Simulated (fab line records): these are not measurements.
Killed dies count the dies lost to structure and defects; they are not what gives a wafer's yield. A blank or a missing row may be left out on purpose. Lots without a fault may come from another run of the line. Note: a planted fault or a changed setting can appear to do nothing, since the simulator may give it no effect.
fab line records	flow n5-finfet
record: lots: 6	wafers: 17	last-day: 18
route steps=1938 shown BEOL_M11@1592 BEOL_M12@1602
lots that met no fault: from a run of the same line without faults
start-h: hours from the record's opening day to when the first of the lot's shown wafers began	wait-h: time in hours since the lot's previous step	" repeats the value in the row above	L1.1+2: a single row standing in for several wafers	- no value, or no start was given	* or withheld: withheld	< > ~ a bound
route shown NAME@n: a module of which the file shows steps, and the number in the route of the first	usual: the fault-free wafers' mean and standard deviation	same: alike in all rows	chamber/n: place in a boat	sites: the reading at each site	_std_site: standard deviation across them	_edge_site: the outer-site mean with the inner-site mean subtracted	radius-mm: how far each site lies from the wafer's centre	mask NAME#n: copy n	behind: tool/chamber where the wafer was last shaped	hold: what put the lot on hold/how long, in hours/how the hold closed	device: transistor that didn't switch, given as n, p or np	end of line: tests of these same wafers at the route's end	where a step has no rows: the recipe by itself	killed: dies that structure and defects cost at the first sort, which is not the same as the wafer's yield	map: a wafer's dies, x killed, . not, _ none there
set.NAME: the setting as run; set.NAME@STEP: as run at that earlier step	model.NAME: the simulator's own value behind a step, which no gauge read
lots at some steps of the route; a table a step, a row a wafer
services: a tool's chamber out of use, with start hour (start-h, from the record's first day; less than 0 if before it), hours out, and reason
== steps ==
step: N5_BEOL_M11_CVD_75
recipe: material: Co	target-thk-a: 20	temp-c: withheld	precursor: CCTBA/H2	pressure-torr: 30	time-s: 138.9
step: N5_BEOL_M11_SPUTTER_48
recipe: material: Cu	target-thk-a: 120	temp-c: -20	bias-v: 60	power-w: 26000	chamber-pressure-pa: 0.13	time-s: 2
usual: throttle-valve-pct: 30.1/0.91
lot.wafer	tool	chamber	start-h	wait-h	throttle-valve-pct
L598.3	pvd-sputter-02	-	280.08	0.2	29.3
L598.4	"	-	"	"	31.3
L600.2	pvd-sputter-03	-	301.05	0.2	29.7
L600.4	"	-	"	"	30.0
L600.5	"	-	"	"	30.0
L603.3	pvd-sputter-01	-	310.78	0.1	29.5
L603.4	"	-	"	"	29.0
L603.5	"	-	"	"	29.5
L609.1	pvd-sputter-01	-	352.13	0.1	29.4
L609.2	"	-	"	"	29.0
L609.4	"	-	"	"	30.2
L614.2	pvd-sputter-01	-	386.10	0.2	31.9
L614.4	"	-	"	"	29.1
L614.6	"	-	"	"	28.7
L615.3	pvd-sputter-01	-	395.85	0.2	29.1
L615.4	"	-	"	"	30.2
L615.6	"	-	"	"	29.9
step: N5_BEOL_M11_ECD_50
recipe: material: Cu	target-thk-a: 3180
step: N5_BEOL_M11_ANNEAL_51
recipe: temp-c: 225	time-s: 90	ambient: N2
step: N5_BEOL_M11_CMP_52
recipe: stop-on: SiCOH_lowk	t-overpolish-s: 7	down-force-psi: 1	platen-rpm: 50	clearing-platen-down-force-psi: 1.5	clearing-platen-rpm: 50	post-cmp-clean: cu-alkaline	target-thk-nm: 140	clearing-platen-pad-velocity-m-s: 0.99484	pad-velocity-m-s: 0.99484
usual: barrier-field-endpoint-s: 28.9/0.66	clearing-platen-rpm: 49.996/0.025	motor-current-A: 6.0/0.59	overpolish-run-s: 7.000/0.0095	time-to-endpoint-s: 65.8/3
lot.wafer	tool	chamber	start-h	wait-h	barrier-field-endpoint-s	clearing-platen-rpm	motor-current-A	overpolish-run-s	time-to-endpoint-s
L598.4	cmp-02	3	280.76	0.2	29.5	49.985	6.1	7.006	68.8
L598.3	"	0	"	"	28.8	49.994	5.0	6.994	66.6
L600.4	cmp-04	3	301.86	0.2	28.6	50.045	6.6	7.019	64.5
L600.2	"	0	"	"	28.9	50.023	6.3	7.002	65.4
L600.5	"	3	"	"	29.6	49.985	6.3	6.989	65.5
L603.4	cmp-04	0	311.69	0.2	28.4	49.991	6.2	7.012	67.6
L603.3	"	2	"	"	28.1	49.991	6.1	7.002	63.2
L603.5	"	0	"	"	28.2	49.982	5.8	7.002	69.2
L609.4	cmp-02	1	352.65	0.1	28.1	49.988	5.9	7.010	61.9
L609.2	"	2	"	"	28.0	50.018	5.9	6.980	63.1
L609.1	"	0	"	"	28.2	49.967	5.3	6.992	66.1
L614.4	cmp-02	2	386.91	0.2	28.6	49.969	6.2	6.986	60.5
L614.2	"	0	"	"	27.5	50.019	5.1	6.995	60.8
L614.6	"	2	"	"	29.0	49.959	6.0	6.998	62.9
L615.3	cmp-02	3	397.87	0.4	29.1	50.005	6.3	7.000	66.6
L615.4	"	0	"	"	29.8	50.022	5.4	6.984	68.5
L615.6	"	1	"	"	29.6	50.019	5.4	6.998	66.6
step: N5_BEOL_M11_THK_MEAS_53
recipe: thk-meas-gauge: xrf	reads: Cu_of_BEOL_M11_ECD_50
usual: M11_THK: 138/3.5
lot.wafer	tool	chamber	start-h	wait-h	M11_THK[nm]
L598.3	film-metro-02	-	280.99	-	139
L598.4	"	-	"	"	143
L600.2	film-metro-02	-	302.12	-	135
L600.4	"	-	"	"	143
L600.5	"	-	"	"	135
L603.3	film-metro-02	-	311.95	-	136
L603.4	"	-	"	"	143
L603.5	"	-	"	"	139
L609.1	film-metro-02	-	352.95	-	135
L609.2	"	-	"	"	137
L609.4	"	-	"	"	138
L614.2	film-metro-01	-	387.20	-	141
L614.4	"	-	"	"	137
L614.6	"	-	"	"	144
L615.3	film-metro-02	-	398.09	-	135
L615.4	"	-	"	"	134
L615.6	"	-	"	"	139
step: N5_BEOL_M11_PRE_CLEAN_55
recipe: gas: NH3	time-s: 15	temp-c: withheld	rf-power-w: 300
step: N5_BEOL_M11_DEP_56
recipe: material: SiCN	target-thk-a: 300	temp-c: withheld	precursor: 3MS/NH3	pressure-torr: 3	rf-w: 675	time-s: 10.5
usual: showerhead-plenum-p-Torr: 4.163/0.021	throttle-valve-pct: 18.5/0.88
lot.wafer	tool	chamber	start-h	wait-h	showerhead-plenum-p-Torr	throttle-valve-pct
L598.3	pecvd-04	1	281.05	0.0	4.184	18.6
L598.4	"	1	"	"	4.192	18.6
L600.2	pecvd-03	0	302.18	0.0	4.154	18.9
L600.4	"	1	"	"	4.150	19.8
L600.5	"	0	"	"	4.161	18.9
L603.3	pecvd-04	1	312.01	0.0	4.189	18.8
L603.4	"	2	"	"	4.130	17.6
L603.5	"	1	"	"	4.184	18.6
L609.1	pecvd-04	2	353.01	0.0	4.125	17.4
L609.2	"	0	"	"	4.184	19.5
L609.4	"	1	"	"	4.187	18.3
L614.2	pecvd-02	2	387.28	0.0	4.157	17.3
L614.4	"	2	"	"	4.168	17.3
L614.6	"	0	"	"	4.150	18.9
L615.3	pecvd-04	1	398.18	0.0	4.196	18.5
L615.4	"	0	"	"	4.186	19.3
L615.6	"	1	"	"	4.189	18.6
step: N5_BEOL_M11_RS_MEAS_57
recipe: thk-meas-gauge: four-point-probe	reads: Cu_of_BEOL_M11_ECD_50+Co_of_BEOL_M11_CVD_75+TaN_of_BEOL_M11_ALD_74
usual: M11_RS: 0.152/0.0041
lot.wafer	tool	chamber	start-h	wait-h	M11_RS[ohm/sq]
L598.3	film-metro-02	-	281.11	0.0	0.151
L598.4	"	-	"	"	0.146
L600.2	film-metro-01	-	302.24	0.0	0.155
L600.4	"	-	"	"	0.146
L600.5	"	-	"	"	0.155
L603.3	film-metro-01	-	312.07	0.0	0.155
L603.4	"	-	"	"	0.146
L603.5	"	-	"	"	0.150
L609.1	film-metro-01	-	353.07	0.0	0.155
L609.2	"	-	"	"	0.152
L609.4	"	-	"	"	0.152
L614.2	film-metro-02	-	387.36	0.1	0.147
L614.4	"	-	"	"	0.152
L614.6	"	-	"	"	0.145
L615.3	film-metro-02	-	398.24	0.0	0.154
L615.4	"	-	"	"	0.155
L615.6	"	-	"	"	0.147
step: N5_BEOL_M11_INSPECT_58
recipe: inspect-instrument: darkfield	mode: post-dep
usual: raw-defect-count: 76/25
lot.wafer	tool	chamber	start-h	wait-h	raw-defect-count
L598.3	defect-inspect-02	-	281.14	0.0	73
L598.4	"	-	"	"	131
L600.2	defect-inspect-02	-	302.27	0.0	61
L600.4	"	-	"	"	47
L600.5	"	-	"	"	85
L603.3	defect-inspect-01	-	312.10	0.0	91
L603.4	"	-	"	"	106
L603.5	"	-	"	"	91
L609.1	defect-inspect-02	-	353.10	0.0	72
L609.2	"	-	"	"	73
L609.4	"	-	"	"	72
L614.2	defect-inspect-01	-	387.38	0.0	106
L614.4	"	-	"	"	143
L614.6	"	-	"	"	85
L615.3	defect-inspect-02	-	398.27	0.0	79
L615.4	"	-	"	"	69
L615.6	"	-	"	"	90
step: N5_BEOL_M12_ILD_DEP_00
recipe: material: SiOC	target-thk-a: 6589.2	temp-c: 350	precursor: DEMS/O2	pressure-torr: 5	rf-w: 500	time-s: 130.7
step: N5_BEOL_M12_THK_MEAS_01
recipe: reads: SiOC_of_BEOL_M12_ILD_DEP_00
usual: M12_ILD_THK: 660/7.5
lot.wafer	tool	chamber	start-h	wait-h	M12_ILD_THK[nm]
L598.3	film-metro-01	-	281.31	0.1	658
L598.4	"	-	"	"	664
L600.2	film-metro-02	-	302.44	0.1	664
L600.4	"	-	"	"	666
L600.5	"	-	"	"	661
L603.3	film-metro-01	-	312.26	0.1	655
L603.4	"	-	"	"	668
L603.5	"	-	"	"	654
L609.1	film-metro-02	-	353.27	0.1	647
L609.2	"	-	"	"	651
L609.4	"	-	"	"	667
L614.2	film-metro-02	-	387.55	0.1	650
L614.4	"	-	"	"	662
L614.6	"	-	"	"	659
L615.3	film-metro-02	-	398.43	0.1	659
L615.4	"	-	"	"	661
L615.6	"	-	"	"	662
step: N5_BEOL_M12_COAT_58
recipe: resist: BARC	temp-c: 205	time-s: 60	spin-rpm: 1500	resist-thk-nm: 89
usual: spin-speed-rpm: 1500.0/1.2
lot.wafer	tool	chamber	start-h	wait-h	spin-speed-rpm	model.BARC_of_BEOL_M12_COAT_58.thk-nm
L598.3	litho-track-04	0	281.34	0.0	1501.0	89
L598.4	"	0	"	"	1500.6	89.2
L600.2	litho-track-03	0	302.47	0.0	1571.1	86.8
L600.4	"	0	"	"	1571.0	86.8
L600.5	"	0	"	"	1571.0	87
L603.3	litho-track-03	0	312.30	0.0	1570.3	87.4
L603.4	"	0	"	"	1570.8	87.2
L603.5	"	0	"	"	1570.6	87.4
L609.1	litho-track-05	0	353.30	0.0	1498.9	89
L609.2	"	0	"	"	1500.4	89
L609.4	"	0	"	"	1498.6	88.8
L614.2	litho-track-03	0	387.58	0.0	1498.6	88.8
L614.4	"	0	"	"	1498.9	89
L614.6	"	0	"	"	1500.9	89
L615.3	litho-track-04	0	398.47	0.0	1497.1	89.2
L615.4	"	0	"	"	1500.2	89
L615.6	"	0	"	"	1503.3	89.2
step: N5_BEOL_M12_COAT_04
recipe: spin-rpm: 1625	resist-thk-nm: 400
step: N5_BEOL_M12_EBR_06
recipe: solvent: PGMEA	ebr-width-mm: 1.5
step: N5_BEOL_M12_SOFTBAKE_05
recipe: temp-c: 130	time-s: 60
step: N5_BEOL_M12_EXPOSE_07
recipe: mask-id: V11	na: 0.93	source-shape: conventional	sigma-outer: 0.6	polarization: unpolarized	attpsm-phase-deg: 180	dose-mj: 32.5
step: N5_BEOL_M12_PEB_08
recipe: peb-temp-c: 130	peb-time-s: 90
step: N5_BEOL_M12_DEVELOP_09
recipe: develop-time-s: 45	rinse-liquid: diw	dry: air-spin	dev-temp-c: 21
step: N5_BEOL_M12_HARDBAKE_14
recipe: temp-c: 130	time-s: 120
step: N5_BEOL_M12_CD_MEAS_10
recipe: target-cd-nm: 140	landing-energy-ev: 500	detector: se-inlens	polarity: opening
usual: cd-nm: 139.6/1.5
lot.wafer	tool	chamber	start-h	wait-h	cd-nm
L598.3	cd-sem-01	0	281.74	-	141.2
L598.4	"	0	"	"	138.2
L600.2	cd-sem-01	0	302.89	-	141.4
L600.4	"	0	"	"	140.2
L600.5	"	0	"	"	137.4
L603.3	cd-sem-02	0	312.69	-	140.9
L603.4	"	0	"	"	141.4
L603.5	"	0	"	"	138.9
L609.1	cd-sem-03	0	353.57	-	138.9
L609.2	"	0	"	"	139.2
L609.4	"	0	"	"	138.1
L614.2	cd-sem-03	0	387.98	-	140.0
L614.4	"	0	"	"	140.6
L614.6	"	0	"	"	138.5
L615.3	cd-sem-02	0	398.86	-	139.8
L615.4	"	0	"	"	139.1
L615.6	"	0	"	"	140.5
step: N5_BEOL_M12_OVL_MEAS_11
recipe: points-per-wafer: 44
usual: V11_OVL: 0/5.7
lot.wafer	tool	chamber	start-h	wait-h	V11_OVL[nm]
L598.3	overlay-02	0	281.76	0.0	2
L598.4	"	0	"	"	-6
L600.2	overlay-01	0	302.92	0.0	6
L600.4	"	0	"	"	14
L600.5	"	0	"	"	13
L603.3	overlay-01	0	312.72	0.0	0
L603.4	"	0	"	"	0
L603.5	"	0	"	"	4
L609.1	overlay-01	0	353.60	0.0	2
L609.2	"	0	"	"	1
L609.4	"	0	"	"	3
L614.2	overlay-02	0	388.01	0.0	4
L614.4	"	0	"	"	-4
L614.6	"	0	"	"	1
L615.3	overlay-02	0	398.89	0.0	-4
L615.4	"	0	"	"	1
L615.6	"	0	"	"	1
step: N5_BEOL_M12_INSPECT_12
recipe: mode: adi	inspect-instrument: macro
usual: raw-defect-count: 2.0/1.4
lot.wafer	tool	chamber	start-h	wait-h	raw-defect-count
L598.3	defect-inspect-02	-	281.79	0.0	4
L598.4	"	-	"	"	1
L600.2	defect-inspect-02	-	302.95	0.0	3
L600.4	"	-	"	"	4
L600.5	"	-	"	"	3
L603.3	defect-inspect-01	-	312.75	0.0	3
L603.4	"	-	"	"	2
L603.5	"	-	"	"	3
L609.1	defect-inspect-01	-	353.62	0.0	2
L609.2	"	-	"	"	3
L609.4	"	-	"	"	3
L614.2	defect-inspect-01	-	388.03	0.0	1
L614.4	"	-	"	"	5
L614.6	"	-	"	"	1
L615.3	defect-inspect-02	-	398.92	0.0	3
L615.4	"	-	"	"	4
L615.6	"	-	"	"	3
step: N5_BEOL_M12_DESCUM_15
recipe: chemistry: O2	time-s: 7.9	source-power-w: 50	bias-power-w: 20	pressure-mtorr: 20	rf-frequency-hz: 2.712e+07	temp-c: 40	o2-flow-sccm: 225
usual: drypump-motor-current-A: 5.7/0.42	oes-product-au: 0.81/0.087	rf-vpp-V: 243.3/1	showerhead-plenum-p-Torr: 2.10/0.044	throttle-valve-pct: 20.40/0.22
lot.wafer	tool	chamber	start-h	wait-h	drypump-motor-current-A	oes-product-au	rf-hours-counter-h	rf-vpp-V	showerhead-plenum-p-Torr	throttle-valve-pct
L598.3	rie-diel-05	3	281.82	0.0	5.3	0.83	66	243.4	2.11	20.25
L598.4	"	0	"	"	6.2	0.69	-	243.1	2.09	20.84
L600.2	rie-diel-02	0	302.98	0.0	5.2	0.90	15	245.1	2.14	20.42
L600.4	"	1	"	"	5.0	1.00	0	242.6	2.06	20.18
L600.5	"	1	"	"	5.0	0.99	-	243.8	2.06	20.18
L603.3	rie-diel-06	0	312.78	0.0	5.8	0.84	80	243.6	2.11	20.45
L603.4	"	3	"	"	5.8	0.69	222	243.9	2.08	20.66
L603.5	"	1	"	"	5.7	0.80	-	243.8	2.09	20.05
L609.1	rie-diel-02	3	353.72	0.1	6.4	0.83	85	243.5	2.20	20.37
L609.2	"	2	"	"	5.8	0.78	110	244.0	2.11	20.48
L609.4	"	0	"	"	5.2	0.86	34	243.5	2.14	20.45
L614.2	rie-diel-06	2	388.07	0.0	6.3	0.99	6	242.9	2.04	20.17
L614.4	"	1	"	"	5.7	0.77	110	242.4	2.08	20.11
L614.6	"	3	"	"	5.8	0.67	-	242.9	2.07	20.70
L615.3	rie-diel-05	0	398.95	0.0	6.2	0.66	250	242.3	2.08	20.91
L615.4	"	1	"	"	5.4	0.69	250	243.1	2.05	20.74
L615.6	"	2	"	"	5.5	0.87	-	242.4	2.06	20.19
step: N5_BEOL_M12_ETCH_59
recipe: chemistry: N2/H2	target: BARC	target-depth-a: 890	overetch-a: 267	time-s: 67.9	ion-energy-ev: 200	pressure-mtorr: 30	source-w: 840	bias-w: 150	n2-flow-sccm: 200	h2-flow-sccm: 200
usual: drypump-motor-current-A: 5.7/0.42	oes-product-au: 0.69/0.07	rf-vpp-V: 524.3/1.7	showerhead-plenum-p-Torr: 2.55/0.054	throttle-valve-pct: 17.84/0.2
lot.wafer	tool	chamber	start-h	wait-h	drypump-motor-current-A	oes-product-au	rf-hours-counter-h	rf-vpp-V	showerhead-plenum-p-Torr	throttle-valve-pct	model.etch.depth-nm
L598.3	rie-diel-05	3	281.86	0.0	5.3	0.70	66	524.3	2.59	17.91	88.94
L598.4	"	0	"	"	6.2	0.59	-	524.0	2.51	18.11	89.14
L600.2	rie-diel-02	0	303.02	0.0	5.2	0.76	15	526.0	2.59	17.74	86.83
L600.4	"	1	"	"	5.0	0.84	0	521.4	2.49	17.53	86.84
L600.5	"	1	"	"	5.0	0.83	-	523.7	2.49	17.53	87.03
L603.3	rie-diel-06	0	312.81	0.0	5.8	0.70	80	525.2	2.56	17.93	87.31
L603.4	"	3	"	"	5.8	0.60	222	522.1	2.49	17.89	87.24
L603.5	"	1	"	"	5.7	0.68	-	526.0	2.60	17.82	87.4
L609.1	rie-diel-02	3	353.76	0.0	6.3	0.70	85	528.9	2.65	17.59	89.07
L609.2	"	2	"	"	5.8	0.66	110	522.5	2.55	17.91	89.05
L609.4	"	0	"	"	5.2	0.74	34	524.4	2.58	17.78	88.71
L614.2	rie-diel-06	2	388.10	0.0	6.3	0.83	6	523.4	2.49	17.60	88.77
L614.4	"	1	"	"	5.7	0.66	110	526.4	2.58	17.88	88.97
L614.6	"	3	"	"	5.8	0.59	-	523.5	2.48	17.95	88.9
L615.3	rie-diel-05	0	398.98	0.0	6.2	0.57	250	520.7	2.49	18.18	89.23
L615.4	"	1	"	"	5.4	0.59	250	522.8	2.50	18.23	89.08
L615.6	"	2	"	"	5.5	0.75	-	523.1	2.49	17.56	89.25
step: N5_BEOL_M12_VIA_ETCH_16
recipe: chemistry: C4F8/O2/Ar	target: SiOC	pressure-mtorr: 30	source-w: 3000	bias-w: 700	Ar_flow_sccm: 400	C4F8_flow_sccm: 15	O2_flow_sccm: 8	he-inner-torr: 15	he-outer-torr: 30	target-depth-a: 7248	time-s: withheld	ion-energy-ev: 250	ends: cleared
usual: C4F8_flow_sccm: 15.00/0.047	drypump-motor-current-A: 5.7/0.42	oes-product-au: 0.73/0.078	rf-vpp-V: 665.9/2	showerhead-plenum-p-Torr: 3.42/0.062	throttle-valve-pct: 24.14/0.13
lot.wafer	tool	chamber	start-h	wait-h	C4F8_flow_sccm	drypump-motor-current-A	oes-product-au	rf-vpp-V	showerhead-plenum-p-Torr	throttle-valve-pct
L598.3	rie-diel-05	3	281.91	0.0	15.00	5.3	0.74	665.1	3.44	24.02
L598.4	"	0	"	"	14.94	6.2	0.61	662.3	3.38	24.41
L600.2	rie-diel-02	0	303.07	0.0	15.05	5.2	0.82	668.6	3.47	24.12
L600.4	"	1	"	"	14.98	5.0	0.88	664.9	3.37	24.00
L600.5	"	1	"	"	15.04	5.0	0.90	663.7	3.37	24.01
L603.3	rie-diel-06	0	312.87	0.0	15.09	5.8	0.75	666.4	3.43	24.17
L603.4	"	3	"	"	14.97	5.8	0.62	664.1	3.36	24.24
L603.5	"	1	"	"	15.04	5.7	0.72	667.3	3.46	24.02
L609.1	rie-diel-02	3	353.81	0.0	14.97	6.4	0.74	669.8	3.55	24.02
L609.2	"	2	"	"	14.99	5.8	0.71	666.1	3.42	24.17
L609.4	"	0	"	"	15.07	5.2	0.78	666.8	3.46	24.14
L614.2	rie-diel-06	2	388.15	0.0	14.98	6.3	0.89	664.0	3.35	24.02
L614.4	"	1	"	"	15.06	5.8	0.69	665.9	3.44	24.05
L614.6	"	3	"	"	15.04	5.8	0.61	663.8	3.35	24.27
L615.3	rie-diel-05	0	399.04	0.0	14.97	6.3	0.59	663.0	3.36	24.47
L615.4	"	1	"	"	15.02	5.4	0.61	664.9	3.34	24.40
L615.6	"	2	"	"	14.97	5.5	0.79	663.0	3.36	23.96
step: N5_BEOL_M12_STRIP_63
recipe: chemistry: N2/H2	power-w: 1000	temp-c: 250	h2-frac: 0.65	overash-fraction: 0.3	pressure-mtorr: 1000	n2-flow-sccm: 1750	h2-flow-sccm: 3250
step: N5_BEOL_M12_STRIP_64
recipe: chemistry: N2/H2	power-w: 1000	temp-c: 250	h2-frac: 0.65	overash-fraction: 0.3	pressure-mtorr: withheld	n2-flow-sccm: 1750	h2-flow-sccm: 3250
usual: drypump-motor-current-A: 5.5/0.42	heater-power-w: 334/19	oes-product-au: 0.715/0.0045	strip-time-to-endpoint-s: 31.32/0.068
lot.wafer	tool	chamber	start-h	wait-h	drypump-motor-current-A	heater-power-w	oes-product-au	rf-hours-counter-h	strip-time-to-endpoint-s
L598.3	plasma-asher-01	1	282.19	0.0	6.2	353	0.715	-	31.30
L598.4	"	0	"	"	5.4	310	0.715	-	31.36
L600.2	plasma-asher-02	0	303.33	0.0	5.2	320	0.714	87	30.70
L600.4	"	0	"	"	5.2	330	0.715	-	30.70
L600.5	"	0	"	"	5.2	325	0.724	-	30.76
L603.3	plasma-asher-02	1	313.15	0.0	5.1	357	0.710	-	30.82
L603.4	"	0	"	"	5.2	320	0.713	-	30.79
L603.5	"	0	"	"	5.2	317	0.724	-	30.86
L609.1	plasma-asher-02	1	354.07	0.0	5.1	365	0.716	97	31.34
L609.2	"	0	"	"	5.2	325	0.719	97	31.32
L609.4	"	1	"	"	5.1	354	0.707	-	31.23
L614.2	plasma-asher-01	0	388.41	0.0	5.5	318	0.719	141	31.25
L614.4	"	1	"	"	6.2	343	0.706	-	31.30
L614.6	"	1	"	"	6.2	350	0.710	-	31.29
L615.3	plasma-asher-02	0	399.32	0.0	5.2	328	0.711	-	31.37
L615.4	"	1	"	"	5.1	348	0.716	-	31.34
L615.6	"	1	"	"	5.1	352	0.715	-	31.39
step: N5_BEOL_M12_STRIP_71
recipe: chemistry: post-etch-residue-remover	time-s: 60	temp-c: 25	remover-ph: withheld	remover-water-wt-pct: withheld	remover-fluoride-wt-pct: withheld
== services ==
tool	chamber	start-h	hours	kind
rie-diel-02	1	269.00	-	clean
rie-diel-02	1	269.00	-	consumable-replace:focus-ring
rie-diel-02	1	269.00	33.2	scheduled-down
rie-diel-02	1	269.00	33.2	vent-cycle
rie-diel-02	2	274.60	2.7	repair
pecvd-04	2	301.00	2.5	repair
cmp-04	-	314.51	2.5	repair
rie-diel-06	2	318.16	10.9	repair
cmp-02	-	326.12	3.4	repair
pecvd-02	-	337.78	0.8	pm
cmp-02	-	339.88	4.0	pm
plasma-asher-02	-	345.38	6.1	repair
cmp-02	-	348.85	2.7	repair
rie-diel-02	0	359.18	8.3	repair
cmp-02	-	359.71	0.6	repair
pecvd-03	-	366.60	2.4	repair
rie-diel-06	-	369.08	2.8	pm
cmp-04	-	375.31	20.7	repair
pecvd-03	0	385.04	4.2	repair
rie-diel-06	3	388.92	-	clean
rie-diel-06	3	388.92	-	consumable-replace:focus-ring
rie-diel-02	0	396.89	2.6	repair
pecvd-04	2	398.05	4.6	repair
pvd-sputter-02	-	398.94	1.0	repair
== key ==
first-sign: step: N5_BEOL_M12_COAT_58	reading: spin-speed-rpm	direction: up	sigmas: 59	usual: *	struck: *
effect: step: N5_BEOL_M12_STRIP_64	reading: strip-time-to-endpoint-s	direction: down	sigmas: 8.1	usual: *	struck: *
model-effect: step: N5_BEOL_M12_COAT_58	value: BARC_of_BEOL_M12_COAT_58.thk-nm	without: 89.1	struck: 87.1
model-effect: step: N5_BEOL_M12_ETCH_59	value: etch.depth-nm	without: 89.15	struck: 87.11
met-at N5_BEOL_M12_COAT_58
struck-wafers L600.2,L600.4,L600.5,L603.3,L603.4,L603.5
fault: kind: process-parameter-drift	tool: litho-track-03	chamber: -	onset-h: 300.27	steps: N5_BEOL_M12_COAT_58	channel: spin-rpm	offset: *	shape: step	end-h: 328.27	acts-in: *	stated: *
